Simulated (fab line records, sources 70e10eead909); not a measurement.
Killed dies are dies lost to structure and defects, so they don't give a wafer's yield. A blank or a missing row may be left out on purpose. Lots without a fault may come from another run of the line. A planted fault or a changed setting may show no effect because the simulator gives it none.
A struck lot beside a sound one | flow nand_harc | 14 steps out of a route of 1159
Sound: wafers L906.3, L906.4, L906.5. Struck: wafer L912.2. (L912.3, L912.4 of the same lot were not struck and are left out.) The cause comes at the end.
At each step with rows: each side's tool, then ch and its chambers, then its first start. Under that, the readings that differ: sound wafers | struck wafers | difference of the means | sigmas: that difference in standard deviations of wafers without a fault.
alike: readings whose means differ by less than 2 such deviations, and words and numbers that are the same on both sides. not compared: withheld readings, readings that some wafer has no value for, bounds like >300 that may hide the same value, and numbers for which the record gives no deviation and whose values overlap.
The two part at a step that has a row with sigmas, a row that says differs or no value, or rows on one side only. Numbers that don't overlap but have no deviation are shown without sigmas and don't part them. A reading that every wafer of one side lacks parts them only if that side has two wafers or more.

first, 7 steps without rows for these wafers: NHARC_P_M1_COAT_34 (time 65 s); NHARC_P_M1_COAT_03 (resist thk 90 nm); NHARC_P_M1_SOFTBAKE_04 (time 55 s); NHARC_P_M1_EBR_05; NHARC_P_M1_EXPOSE_06 (exposes mask P M1, target cd 130 nm); NHARC_P_M1_PEB_07 (peb time 65 s); NHARC_P_M1_DEVELOP_08 (develop time 35 s).
NHARC_P_M1_CD_MEAS_09: target cd 130 nm.
  sound on cd_sem-01 ch 0, day 6 00:16; struck on cd_sem-01 ch 0, day 7 15:08
  alike: cd_nm
NHARC_P_M1_OVL_MEAS_10: pitch 260 nm.
  sound on overlay-02, day 6 00:20; struck on overlay-02, day 7 15:14
  alike: overlay_x_nm, overlay_y_nm
NHARC_P_M1_INSPECT_11:
  sound on defect_inspect-02, day 6 00:23; struck on defect_inspect-02, day 7 15:16
  alike: raw_defect_count
NHARC_P_M1_DESCUM_14: chemistry O2, time 3 s.
  sound on rie_diel-08 ch 1,2,3, day 6 00:26; struck on rie_diel-11 ch 2, day 7 15:20
  reading                | sound                | struck | difference | sigmas
  throttle_valve_pct (%) | 11.315 11.323 11.303 | 11.294 | -0.020     | -2
  alike: drypump_motor_current_A, oes_product_au, rf_vpp_V, showerhead_plenum_p_Torr
  not compared: rf_hours_counter_h
NHARC_P_M1_ETCH_35: etches the open film in N2/H2, target depth 40 nm, overetch 12 nm, time 43.94 s.
  sound on rie_diel-08 ch 0,1, day 6 00:31; struck on rie_diel-11 ch 1, day 7 15:25
  alike: drypump_motor_current_A, oes_product_au, rf_vpp_V, run_length_s, showerhead_plenum_p_Torr, throttle_valve_pct
  not compared: rf_hours_counter_h
NHARC_P_M1_ETCH_15: etches the open film in C4F8/Ar, target depth 182.5 nm, time 91.2 s.
  sound on rie_diel-08 ch 1,2, day 6 00:37; struck on rie_diel-11 ch 1, day 7 15:30
  reading          | sound             | struck | difference | sigmas
  run_length_s (s) | 112.5 112.3 112.1 | 99.8   | -12.5      | -24
  alike: oes_product_au, rf_vpp_V
  not compared: rf_hours_counter_h
NHARC_P_M1_CD_MEAS_16:
  sound on cd_sem-03, day 6 00:45; struck on cd_sem-02, day 7 15:38
  alike: cd_nm

WHERE THEY PART
First at NHARC_P_M1_DESCUM_14; last, within this record, at NHARC_P_M1_ETCH_15. Later steps at which nothing parts them and some readings are alike: NHARC_P_M1_CD_MEAS_16.

WHY: what the simulator had put in
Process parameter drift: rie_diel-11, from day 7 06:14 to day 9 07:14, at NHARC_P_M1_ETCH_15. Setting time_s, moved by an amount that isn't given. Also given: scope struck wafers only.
